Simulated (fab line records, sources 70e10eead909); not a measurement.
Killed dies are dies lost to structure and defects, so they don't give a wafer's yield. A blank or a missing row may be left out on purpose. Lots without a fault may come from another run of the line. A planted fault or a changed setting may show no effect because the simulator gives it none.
Which tool did it? | flow nand_harc | 12 lots, 36 wafers sampled, at 5 steps of a route of 1159

WHAT THE GAUGES READ, wafer by wafer
NHARC_HYBRID_BOND_OVL_MEAS_05. Usual: overlay_x_nm -4 nm, standard deviation 30; overlay_y_nm -1 nm, standard deviation 30.
lot  | measured     | on         | overlay_x_nm (nm) | overlay_y_nm (nm) | flag
L487 | day 18 12:23 | overlay-01 | -40 -52 6         | 6 7 -12           |
L488 | day 18 19:29 | overlay-02 | -34 47 31         | 13 -12 22         |
L491 | day 18 19:29 | overlay-01 | 23 5 12           | -48 21 -8         |
L493 | day 19 22:57 | overlay-02 | 17 -13 -14        | -32 13 -23        |
L495 | day 20 08:35 | overlay-01 | 34 6 20           | -23 55 39         |
L499 | day 21 08:18 | overlay-01 | -68 -11 -3        | 55 23 31          |
L497 | day 21 08:17 | overlay-02 | -6 13 8           | -8 26 18          |
L500 | day 22 12:27 | overlay-01 | -80 -61 -44       | -17 -49 40        |
L506 | day 23 03:58 | overlay-01 | -24 15 -47        | -29 31 -12        |
L505 | day 23 14:23 | overlay-02 | 22 0 14           | 22 0 -13          |
L510 | day 23 23:40 | overlay-02 | -4 -23 -7         | 19 62 43          |
L509 | day 24 06:09 | overlay-01 | -13 -16 22        | -24 -55 -56       |

NHARC_END_SORT_01. Usual: defect_limited_yield 94.9 %, standard deviation 1.7; killed_at_array 31, standard deviation 12; killed_at_other 0.6, standard deviation 0.85; killed_at_periphery 3.0, standard deviation 2.3; killed_dies 35, standard deviation 12; killed_open 3.2, standard deviation 1.9; killed_short 1.8, standard deviation 1.4; sort_bin_2_pct 1.6 %, standard deviation 0.7; sort_bin_3_pct 0.28 %, standard deviation 0.22; sort_bin_4_pct 3.3 %, standard deviation 1.2; sort_n_pass 642, standard deviation 12; sort_rim_yield_pct 97.7 %, standard deviation 1.5; sort_yield_pct 94.9 %, standard deviation 1.7.
lot  | measured     | on        | defect_limited_yield (%) | killed_at_array | killed_at_other | killed_at_periphery | killed_dies | killed_open | killed_short | sort_bin_2_pct (%) | sort_bin_3_pct (%) | sort_bin_4_pct (%) | sort_n_pass | sort_rim_yield_pct (%) | sort_yield_pct (%) | flag
L487 | day 19 05:39 | prober-01 | 97.2 96.9 96.0           | 18 20 24        | 0 1 1           | 1 0 2               | 19 21 27    | 5 3 3       | 1 0 2        | 0.7 0.7 1.2        | 0 0 0              | 2.1 2.4 2.8        | 658 656 650 | 99.1 99.1 97.2         | 97.2 96.9 96.0     |
L488 | day 19 21:26 | prober-01 | 96.2 96.6 94.7           | 17 14 28        | 1 2 0           | 8 7 8               | 26 23 36    | 5 4 5       | 2 3 3        | 1.6 0.6 1.8        | 0.44 0.15 0.30     | 1.8 2.7 3.2        | 651 654 641 | 100.0 96.2 96.2        | 96.2 96.6 94.7     |
L491 | day 19 21:23 | prober-02 | 93.9 95.4 95.4           | 39 30 30        | 0 0 0           | 2 1 1               | 41 31 31    | 3 3 1       | 3 1 3        | 1.8 1.3 1.0        | 0.30 0.44 0        | 4.0 2.8 3.5        | 636 646 646 | 96.2 100.0 98.1        | 93.9 95.4 95.4     |
L493 | day 20 17:20 | prober-02 | 95.7 96.8 97.0           | 22 17 15        | 1 0 2           | 6 5 3               | 29 22 20    | 3 7 2       | 2 1 2        | 1.5 1.3 0.9        | 0.15 0 0.15        | 2.7 1.9 1.9        | 648 655 657 | 96.2 98.1 99.1         | 95.7 96.8 97.0     |
L495 | day 21 02:19 | prober-01 | 93.5 94.5 92.3           | 40 33 50        | 3 2 0           | 1 2 2               | 44 37 52    | 2 3 1       | 2 0 2        | 2.5 1.6 1.6        | 0.30 0.15 0.30     | 3.7 3.7 5.8        | 633 640 625 | 97.2 96.2 98.1         | 93.5 94.5 92.3     |
L499 | day 22 05:32 | prober-02 | 96.2 97.5 97.2           | 20 16 15        | 2 0 0           | 4 1 4               | 26 17 19    | 9 0 3       | 1 1 2        | 1.5 0.6 0.6        | 0.15 0.30 0.30     | 2.2 1.6 1.9        | 651 660 658 | 100.0 98.1 95.3        | 96.2 97.5 97.2     |
L497 | day 22 05:27 | prober-01 | 82.0 83.3 82.1           | 121 112 120     | 0 0 1           | 1 1 0               | 122 113 121 | 4 3 1       | 2 0 0        | 7.1 6.2 9.2        | 3.25 3.69 3.25     | 7.7 6.8 5.5        | 555 564 556 | 98.1 98.1 100.0        | 82.0 83.3 82.1     | OFF
L500 | day 23 13:31 | prober-02 | 84.8 84.6 81.7           | 102 100 121     | 0 1 1           | 1 3 2               | 103 104 124 | 3 3 5       | 2 3 1        | 5.2 6.2 7.8        | 3.84 2.81 2.81     | 6.2 6.4 7.7        | 574 573 553 | 85.8 99.1 96.2         | 84.8 84.6 81.7     | OFF
L506 | day 24 05:10 | prober-02 | 97.0 98.4 95.4           | 15 9 23         | 0 0 1           | 5 2 7               | 20 11 31    | 2 2 5       | 1 1 6        | 0.9 0.4 1.8        | 0.15 0.15 0        | 1.9 1.0 2.8        | 657 666 646 | 97.2 100.0 94.3        | 97.0 98.4 95.4     |
L505 | day 24 12:55 | prober-02 | 95.0 94.5 94.4           | 29 27 33        | 0 0 0           | 5 10 5              | 34 37 38    | 1 2 6       | 2 2 3        | 1.9 1.0 1.8        | 0.15 0.74 0.30     | 3.0 3.7 3.5        | 643 640 639 | 97.2 98.1 98.1         | 95.0 94.5 94.4     |
L510 | day 24 23:37 | prober-02 | 95.9 96.8 96.3           | 26 22 20        | 0 0 2           | 2 0 3               | 28 22 25    | 5 1 7       | 0 2 2        | 1.5 0.4 0.9        | 0 0.15 0.44        | 2.7 2.7 2.4        | 649 655 652 | 96.2 97.2 97.2         | 95.9 96.8 96.3     |
L509 | day 25 07:42 | prober-01 | 92.9 94.2 94.7           | 41 31 31        | 3 2 1           | 4 6 4               | 48 39 36    | 4 5 4       | 1 0 0        | 2.5 2.5 1.8        | 0.89 0.30 0.44     | 3.7 3.0 3.1        | 629 638 641 | 99.1 98.1 100.0        | 92.9 94.2 94.7     |

WHICH TOOL RAN EACH LOT (tool, then ch and the chambers of the sampled wafers, then the start)
lot  | NHARC_A_BONDPAD_ETCH_12            | NHARC_A_BONDPAD_PVD_27                  | NHARC_THIN_TSV_CMP_01
L487 | rie_diel-02 ch 1,2,3, day 17 18:45 | pvd_sputter-03, day 18 12:23 or earlier | cmp-01 ch 0,3, day 18 13:49
L488 | rie_diel-06 ch 0,1,2, day 18 05:33 | pvd_sputter-03, day 18 19:29 or earlier | cmp-04 ch 1,2,3, day 19 00:29
L491 | rie_diel-06 ch 1,3, day 18 09:59   | pvd_sputter-02, day 18 19:29 or earlier | cmp-01 ch 2,3, day 18 23:17
L493 | rie_diel-06 ch 1,2, day 19 10:41   | pvd_sputter-02, day 19 22:57 or earlier | cmp-01 ch 0,2,3, day 20 00:25
L495 | rie_diel-02 ch 2,3, day 19 20:29   | pvd_sputter-01, day 20 08:35 or earlier | cmp-01 ch 1,2,3, day 20 10:02
L499 | rie_diel-02 ch 0,2,3, day 20 16:20 | pvd_sputter-03, day 21 08:18 or earlier | cmp-03 ch 0,1, day 21 09:45
L497 | rie_diel-06 ch 2,3, day 20 19:41   | pvd_sputter-03, day 21 08:17 or earlier | cmp-01 ch 2,3, day 21 10:56
L500 | rie_diel-06 ch 0,1,2, day 21 22:22 | pvd_sputter-03, day 22 12:27 or earlier | cmp-03 ch 2,3, day 22 20:13
L506 | rie_diel-02 ch 0,1,2, day 22 15:16 | pvd_sputter-02, day 23 03:58 or earlier | cmp-04 ch 1,2,3, day 23 05:25
L505 | rie_diel-02 ch 0,1, day 23 01:59   | pvd_sputter-01, day 23 14:23 or earlier | cmp-04 ch 0,1, day 23 15:50
L510 | rie_diel-02 ch 0,1, day 23 08:58   | pvd_sputter-01, day 23 23:40 or earlier | cmp-03 ch 0,1,3, day 24 01:08
L509 | rie_diel-02 ch 0,2, day 23 16:35   | pvd_sputter-01, day 24 06:09 or earlier | cmp-01 ch 1,3, day 24 08:48
- NHARC_A_BONDPAD_ETCH_12: etches the open film in CHF3/O2, target depth 220 nm, time 110 s.
- NHARC_A_BONDPAD_PVD_27: deposits Cu, target thk 30 nm, time 20.49 s.
- NHARC_THIN_TSV_CMP_01: polishes.

WHAT THE TOOLS THEMSELVES READ (means of the sampled wafers that have a number; where no wafer has one, the mark that the record gives instead)
NHARC_A_BONDPAD_ETCH_12. Usual: chamber_pressure_mTorr 25.000 mTorr, standard deviation 0.023; drypump_motor_current_A 6.0 A, standard deviation 0.48; oes_product_au 0.949 a.u., standard deviation 0.021; rf_vpp_V 370.8 V, standard deviation 2.3; showerhead_plenum_p_Torr 2.40 Torr, standard deviation 0.095; throttle_valve_pct 20.573 %, standard deviation 0.009.
lot  | tool        | chamber_pressure_mTorr (mTorr) | drypump_motor_current_A (A) | oes_product_au (a.u.) | rf_vpp_V (V) | showerhead_plenum_p_Torr (Torr) | throttle_valve_pct (%) | flag
L487 | rie_diel-02 | 25.012                         | 6.2                         | 0.933                 | 372.0        | 2.44                            | 20.579                 |
L488 | rie_diel-06 | 25.018                         | 5.2                         | 0.927                 | 370.4        | 2.37                            | 20.569                 |
L491 | rie_diel-06 | 24.999                         | 5.8                         | 0.918                 | 368.7        | 2.33                            | 20.577                 |
L493 | rie_diel-06 | 24.990                         | 5.1                         | 0.951                 | 370.3        | 2.42                            | 20.579                 |
L495 | rie_diel-02 | 25.000                         | 6.1                         | 0.940                 | 370.9        | 2.43                            | 20.569                 |
L499 | rie_diel-02 | 24.997                         | 6.2                         | 0.926                 | 370.0        | 2.37                            | 20.571                 |
L497 | rie_diel-06 | 25.002                         | 5.6                         | 0.931                 | 372.9        | 2.51                            | 20.568                 |
L500 | rie_diel-06 | 25.016                         | 5.3                         | 0.929                 | 369.6        | 2.36                            | 20.571                 |
L506 | rie_diel-02 | 25.013                         | 6.0                         | 0.972                 | 371.1        | 2.42                            | 20.570                 |
L505 | rie_diel-02 | 25.008                         | 6.2                         | 0.969                 | 371.0        | 2.37                            | 20.572                 |
L510 | rie_diel-02 | 25.005                         | 6.1                         | 0.973                 | 369.7        | 2.37                            | 20.580                 |
L509 | rie_diel-02 | 24.987                         | 6.1                         | 0.978                 | 370.4        | 2.36                            | 20.572                 |

NHARC_A_BONDPAD_PVD_27. Usual: cathode_dc_power_W 5000.1 W, standard deviation 0.87; throttle_valve_pct 30.2 %, standard deviation 1.1.
lot  | tool           | cathode_dc_power_W (W) | throttle_valve_pct (%) | flag
L487 | pvd_sputter-03 | 5000.4                 | 29.2                   |
L488 | pvd_sputter-03 | 5000.3                 | 29.6                   |
L491 | pvd_sputter-02 | 5000.4                 | 30.4                   |
L493 | pvd_sputter-02 | 4999.2                 | 29.0                   |
L495 | pvd_sputter-01 | 4999.6                 | 30.9                   |
L499 | pvd_sputter-03 | 5000.4                 | 30.1                   |
L497 | pvd_sputter-03 | 4999.5                 | 30.8                   |
L500 | pvd_sputter-03 | 4999.7                 | 30.1                   |
L506 | pvd_sputter-02 | 4999.4                 | 30.2                   |
L505 | pvd_sputter-01 | 4999.6                 | 30.6                   |
L510 | pvd_sputter-01 | 5000.6                 | 31.7                   |
L509 | pvd_sputter-01 | 5000.0                 | 30.4                   |

NHARC_THIN_TSV_CMP_01. Usual: motor_current_A 12.6 A, standard deviation 1.8.
lot  | tool   | motor_current_A (A) | flag
L487 | cmp-01 | 14.9                |
L488 | cmp-04 | 11.2                |
L491 | cmp-01 | 13.6                |
L493 | cmp-01 | 13.6                |
L495 | cmp-01 | 13.8                |
L499 | cmp-03 | 13.3                |
L497 | cmp-01 | 15.4                |
L500 | cmp-03 | 13.0                |
L506 | cmp-04 | 11.2                |
L505 | cmp-04 | 10.4                |
L510 | cmp-03 | 12.8                |
L509 | cmp-01 | 13.5                |

THE ANSWER, worked out from the rows above alone
Rule: a lot is off if the mean of its wafers that have a number lies more than 3 standard deviations from the usual mean. A lot without any number at a reading at which 4 lots or more have one is off too. The other lots that the step has rows for count as sound. The gauges are gone through in route order, then the tools' own readings, and for those a lot's mean is taken as printed above. The first step at which some lot is off is used, and at that step the reading that is off furthest; a lot without a number counts as furthest.
Off: L497, L500, at NHARC_END_SORT_01 (sort_bin_3_pct).
A tool fits if, at a process step before that reading, it ran every lot that is off, and no sound lot after the first of them. The gauges at NHARC_END_SORT_01 are tried like those tools. NHARC_A_BONDPAD_PVD_27 gives no start for some lots, so the hours and the order of its lots are those of NHARC_HYBRID_BOND_OVL_MEAS_05. One fits: rie_diel-06 at NHARC_A_BONDPAD_ETCH_12. Its last sound lot is L493 (day 19 10:41), its first lot that is off L497 (day 20 19:41): a fault that began between those two fits.

WHAT THE SIMULATOR HAD PUT IN
Chamber particle source: rie_diel-06, from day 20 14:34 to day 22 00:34, at NHARC_A_BONDPAD_ETCH_12. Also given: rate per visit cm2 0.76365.
Lots struck among those shown: L497, L500. The rule above found the same.
